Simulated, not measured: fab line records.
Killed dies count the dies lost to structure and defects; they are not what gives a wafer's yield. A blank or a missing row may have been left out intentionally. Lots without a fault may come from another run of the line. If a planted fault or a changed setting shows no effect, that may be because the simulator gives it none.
The same fault as seen by 2 desks + flow n5-finfet + each desk holds nothing but its own numbers, with what lay behind them at the end

METROLOGY DESK
What the gauges read, lot by lot, whatever tool the lot ran on: means of the sampled wafers that have a number. If a lot's mean is further than 4 standard deviations from the usual mean, the lot is out of limits and carries the mark OUT (the distance appears in the brackets). Shown here are 7 of its 10 readings, the ones lying furthest out on some lot.
Columns: A = DIBL_P at N5_BEOL_M4_RC_MEAS_101, usual 36.5 mV/V; B = IOFF_N at N5_BEOL_M4_RC_MEAS_101, usual 0.162 nA/um; C = IOFF_P at N5_BEOL_M4_RC_MEAS_101, usual 0.221 nA/um; D = ION_P at N5_BEOL_M4_RC_MEAS_101, usual 466 uA/um; E = SS_N at N5_BEOL_M4_RC_MEAS_101, usual 71.6 mV/dec; F = SS_P at N5_BEOL_M4_RC_MEAS_101, usual 73.3 mV/dec; G = VT_P at N5_BEOL_M4_RC_MEAS_101, usual -249 mV
| lot  | first seen here | A    | B     | C     | D   | E    | F    | G    |
|------|-----------------|------|-------|-------|-----|------|------|------|
| L141 | day 8 15:49     | 35.2 | 0.157 | 0.210 | 462 | 71.7 | 73.3 | -251 |
| L144 | day 10 19:10    | 33.6 | 0.135 | 0.209 | 464 | 71.8 | 72.4 | -248 |
| L149 | day 11 17:20    | 35.9 | 0.150 | 0.203 | 462 | 71.4 | 73.1 | -251 |
| L151 | day 12 02:00    | 37.4 | 0.171 | 0.231 | 462 | 71.9 | 73.6 | -249 |
| L153 | day 13 02:02    | 37.0 | 0.180 | 0.258 | 463 | 72.3 | 73.2 | -245 |
| L156 | day 14 00:28    | 35.1 | 0.143 | 0.183 | 461 | 71.6 | 72.8 | -252 |
| L160 | day 14 12:09    | 37.9 | 0.201 | 0.278 | 475 | 71.8 | 73.5 | -244 |
| L158 | day 14 13:41    | 36.0 | 0.162 | 0.198 | 464 | 71.3 | 73.2 | -251 |
| L163 | day 15 21:52    | 34.6 | 0.167 | 0.241 | 476 | 71.4 | 72.8 | -244 |
| L162 | day 16 01:32    | 36.0 | 0.147 | 0.196 | 461 | 71.7 | 73.1 | -251 |
This desk found nothing out of limits on any of the 10 lots.

THE TOOL OWNER'S DESK: litho-track-03
The tool's own readings at N5_BEOL_M3_COAT_61 (time 60 s, resist thk 60 nm): means of the sampled wafers that have a number, for each lot that ran on this tool. If a lot's mean is further than 4 standard deviations from the usual mean, the lot is out of limits and carries the mark OUT (the distance appears in the brackets).
Columns: A = run-length-s at N5_BEOL_M3_COAT_61, usual 66.07 s
| lot  | first seen here | A               |
|------|-----------------|-----------------|
| L141 | day 7 00:14     | 66.09           |
| L149 | day 10 16:52    | 81.34 (+80) OUT |
| L151 | day 11 06:53    | 73.65 (+40) OUT |
| L163 | day 14 15:35    | 65.89           |
| L162 | day 14 15:41    | 65.89           |
This desk finds L149, L151 out of limits, L149 being first, at day 10 16:52 (run-length-s at N5_BEOL_M3_COAT_61). L141, L163, L162 stayed within limits.

TAKEN TOGETHER
An alarm could have come from the tool owner's desk at day 10 16:52, on L149, L151.
From the metrology desk's view, nothing was out of limits.
The metrology desk has L149, L151 on record, within its limits.
N5_BEOL_M3_COAT_61 was run on litho-track-03 by each of the lots named.

WHAT THE SIMULATOR PUT IN
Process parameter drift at N5_BEOL_M3_COAT_61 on litho-track-03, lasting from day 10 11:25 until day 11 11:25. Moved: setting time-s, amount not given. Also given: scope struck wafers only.
Struck lots among those shown: L149, L151.
Each desk's first reading out of limits, in hours after the fault started: the tool owner's desk, 5.
